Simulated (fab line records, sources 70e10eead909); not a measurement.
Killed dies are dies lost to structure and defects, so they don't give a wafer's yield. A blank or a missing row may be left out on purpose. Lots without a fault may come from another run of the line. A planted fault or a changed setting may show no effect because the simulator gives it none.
Chamber matching | flow nand_harc | NHARC_A_SGD_CUT_ETCH_58 on rie_diel-08: 4 sister chambers
The step etches the open film in CF4, target depth 39 nm, time 65 s. 18 wafers are shown with their chamber, then 9 later ones without.

WAFERS WITH THEIR CHAMBER
wafer  | chamber | showerhead_plenum_p_Torr (Torr) | drypump_motor_current_A (A) | rf_vpp_V (V)
L075.2 | 0       | 1.82                            | 5.8                         | 152.2
L075.3 | 1       | 1.72                            | 6.8                         | 151.4
L075.5 | 0       | 1.82                            | 5.8                         | 151.7
L078.2 | 2       | 1.79                            | 6.0                         | 151.2
L078.3 | 3       | 1.69                            | 5.9                         | 149.5
L078.5 | 2       | 1.79                            | 6.0                         | 152.2
L079.3 | 2       | 1.79                            | 6.0                         | 152.1
L079.4 | 3       | 1.69                            | 5.9                         | 150.0
L079.5 | 0       | 1.82                            | 5.8                         | 152.8
L085.2 | 3       | 1.69                            | 5.9                         | 150.0
L085.3 | 2       | 1.79                            | 6.0                         | 151.2
L085.4 | 1       | 1.71                            | 6.8                         | 151.1
L087.1 | 2       | 1.79                            | 6.0                         | 152.7
L087.3 | 1       | 1.71                            | 6.8                         | 151.4
L087.6 | 0       | 1.82                            | 5.9                         | 151.8
L086.1 | 3       | 1.69                            | 5.9                         | 150.4
L086.3 | 0       | 1.82                            | 5.7                         | 153.0
L086.4 | 2       | 1.79                            | 6.0                         | 154.4

SIGNATURES (means of the wafers above)
reading                  | chamber 0 | chamber 1 | chamber 2 | chamber 3 | scatter within a chamber
showerhead_plenum_p_Torr | 1.8200    | 1.7133    | 1.7900    | 1.6900    | 0.00218
drypump_motor_current_A  | 5.800     | 6.800     | 6.000     | 5.900     | 0.0378
rf_vpp_V                 | 152.300   | 151.300   | 152.300   | 149.975   | 0.796
Rule: a wafer's distance from a chamber is the root of the sum, over the readings, of the square of ((its reading less the chamber's mean) divided by the reading's scatter). The wafer belongs to the nearest chamber; if the next one is less than 2 further off, it can't be placed. The scatter: the root of (the sum of the squares of (reading less its chamber's mean) over the shown wafers, divided by (wafers less chambers)).

WAFERS WITHOUT THEIR CHAMBER
wafer  | showerhead_plenum_p_Torr (Torr) | drypump_motor_current_A (A) | rf_vpp_V (V)
L089.1 | 1.79                            | 5.9                         | 150.7
L089.2 | 1.82                            | 5.8                         | 151.6
L089.6 | 1.82                            | 5.9                         | 151.1
L094.3 | 1.71                            | 6.7                         | 149.4
L094.4 | 1.79                            | 6.0                         | 152.1
L094.5 | 1.69                            | 5.9                         | 149.8
L096.3 | 1.69                            | 5.9                         | 149.4
L096.5 | 1.69                            | 5.9                         | 149.7
L096.6 | 1.81                            | 5.8                         | 151.4

WHICH CHAMBER EACH WENT THROUGH
wafer  | from the rows above | in truth
L089.1 | 2                   | 2
L089.2 | 0                   | 0
L089.6 | 0                   | 0
L094.3 | 1                   | 1
L094.4 | 2                   | 2
L094.5 | 3                   | 3
L096.3 | 3                   | 3
L096.5 | 3                   | 3
L096.6 | 0                   | 0
Placed correctly: 9 of 9. Can't be placed from these rows: 0. Placed wrongly: 0.
